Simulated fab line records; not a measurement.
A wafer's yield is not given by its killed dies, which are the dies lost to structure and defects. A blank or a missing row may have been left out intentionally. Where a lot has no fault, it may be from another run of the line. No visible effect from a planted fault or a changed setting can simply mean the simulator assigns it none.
A struck lot beside a sound one :: flow n5Finfet :: 15 out of 1938 route steps
Sound: wafers L852.1, L852.2, L852.6. Struck: wafer L841.4 (left out: L841.5, a lot-mate that was not struck); the cause follows at the end.
For every step that has rows: the tool of each side, followed by ch and its chambers, followed by its first start. Under that, the readings that differ: sound wafers :: struck wafers :: difference of the means :: sigmas: that difference in standard deviations of wafers without a fault.
alike: readings whose means differ by less than 2 such deviations, and words and numbers that are the same on both sides. not compared: withheld readings, readings that some wafer has no value for, bounds like >300 that may hide the same value, and numbers for which the record gives no deviation and whose values overlap.
Wherever a step has rows on one side only, a row that says differs or no value, or a row with sigmas, the two part there. When numbers do not overlap yet have no deviation, they are printed without sigmas and do not part them. A reading that every wafer of one side lacks parts them only if that side has two wafers or more.

first, 6 steps without rows for these wafers: N5_BEOL_M4_COAT_22 (resist thk 30 nm); N5_BEOL_M4_EBR_24; N5_BEOL_M4_SOFTBAKE_23 (time 60 s); N5_BEOL_M4_EXPOSE_25 (exposes mask V3, defocus 5 nm); N5_BEOL_M4_PEB_26 (peb time 60 s); N5_BEOL_M4_DEVELOP_27 (develop time 30 s).
N5_BEOL_M4_CD_MEAS_28: target cd 26.2 nm, target cd y 24.1 nm.
  sound on cdSem-03 ch 0, day 12 12:26; struck on cdSem-01 ch 0, day 9 18:13
  alike: cdNm
N5_BEOL_M4_OVL_MEAS_29:
  sound on overlay-01 ch 0, day 12 12:29; struck on overlay-01 ch 0, day 9 18:16
  alike: V3_OVL
N5_BEOL_M4_INSPECT_30: inspects for defects (brightfield).
  sound: defectInspect-01 at day 12 12:32; struck: defectInspect-01 at day 9 18:19
  alike: rawDefectCount
N5_BEOL_M4_DESCUM_33: chemistry O2, time 7 s.
  sound on rieDiel-04 ch 0,2, day 12 12:34; struck on rieDiel-02 ch 0, day 9 18:22
reading: drypumpMotorCurrentA (A)
sound: 6.1 6.4 6.1
struck: 5.3
difference: -0.9
sigmas: -2

reading: rfVppV (V)
sound: 241.0 244.1 244.0
struck: 247.3
difference: +4.3
sigmas: +3

reading: throttleValvePct (%)
sound: 20.57 20.27 20.55
struck: 20.16
difference: -0.30
sigmas: -2
  alike: oesProductAu, showerheadPlenumPTorr
  not compared: rfHoursCounterH
N5_BEOL_M4_ETCH_77: etches underlayer in N2/H2, target depth 6.5 nm, time 5.2 s.
  sound on rieDiel-04 ch 0,2, day 12 12:36; struck on rieDiel-02 ch 0, day 9 18:23
reading: drypumpMotorCurrentA (A)
sound: 6.1 6.4 6.1
struck: 5.3
difference: -0.9
sigmas: -2
  alike: etchRfOnTimeS, oesProductAu, rfVppV, showerheadPlenumPTorr, throttleValvePct
  not compared: rfHoursCounterH
N5_BEOL_M4_ETCH_69: etches SiARC in CF4, target depth 15.6 nm, time 26 s.
  sound on rieDiel-04 ch 0,2, day 12 12:37; struck on rieDiel-02 ch 0, day 9 18:25
reading: drypumpMotorCurrentA (A)
sound: 6.2 6.4 6.1
struck: 5.3
difference: -0.9
sigmas: -3

reading: throttleValvePct (%)
sound: 15.82 15.40 15.80
struck: 15.31
difference: -0.36
sigmas: -2
  alike: etchRfOnTimeS, oesProductAu, rfVppV, showerheadPlenumPTorr
  not compared: rfHoursCounterH
N5_BEOL_M4_ALD_98: deposits SiO2, target thk 2.5 nm, pulse time 1 s, co reactant pulse time 1 s.
  sound on aldSin-02 ch 1,2, day 12 12:48; struck on aldSin-01 ch 2, day 9 18:39
reading: aldCycles
sound: 17 17 17
struck: 11
difference: -6
sigmas: 

reading: model.SiO2_of_BEOL_M4_ALD_98.thkNm (nm)
sound: 2.6 2.4 2.6
struck: 1.6
difference: -0.9
sigmas: 
  alike: heaterPowerW, precursorPulseHeightRel
  not compared: susceptorTempC
N5_BEOL_M4_ETCHBACK_99: etches SiO2 in CHF3, target depth 5 nm, time 10.4 s.
  sound on rieDiel-02 ch 0,3, day 13 08:37; struck on rieDiel-05 ch 3, day 10 09:46
reading: throttleValvePct (%)
sound: 16.94 16.84 16.93
struck: 17.31
difference: +0.41
sigmas: +3
  alike: drypumpMotorCurrentA, oesProductAu, rfVppV, showerheadPlenumPTorr
  not compared: rfHoursCounterH
N5_BEOL_M4_RC_MEAS_101:
  sound on prober-01 ch 0, day 13 14:28; struck on prober-02 ch 0, day 10 15:20
reading: IOFF_P (nA/um)
sound: 0.161 0.186 0.183
struck: 0.232
difference: +0.055
sigmas: +2
  alike: DIBL_N, DIBL_P, IOFF_N, ION_N, ION_P, SS_N, SS_P, VT_N, VT_P

## WHERE THEY PART
Last at N5_BEOL_M4_RC_MEAS_101 as far as this record goes, first at N5_BEOL_M4_DESCUM_33.

WHY: what had been put in by the simulator
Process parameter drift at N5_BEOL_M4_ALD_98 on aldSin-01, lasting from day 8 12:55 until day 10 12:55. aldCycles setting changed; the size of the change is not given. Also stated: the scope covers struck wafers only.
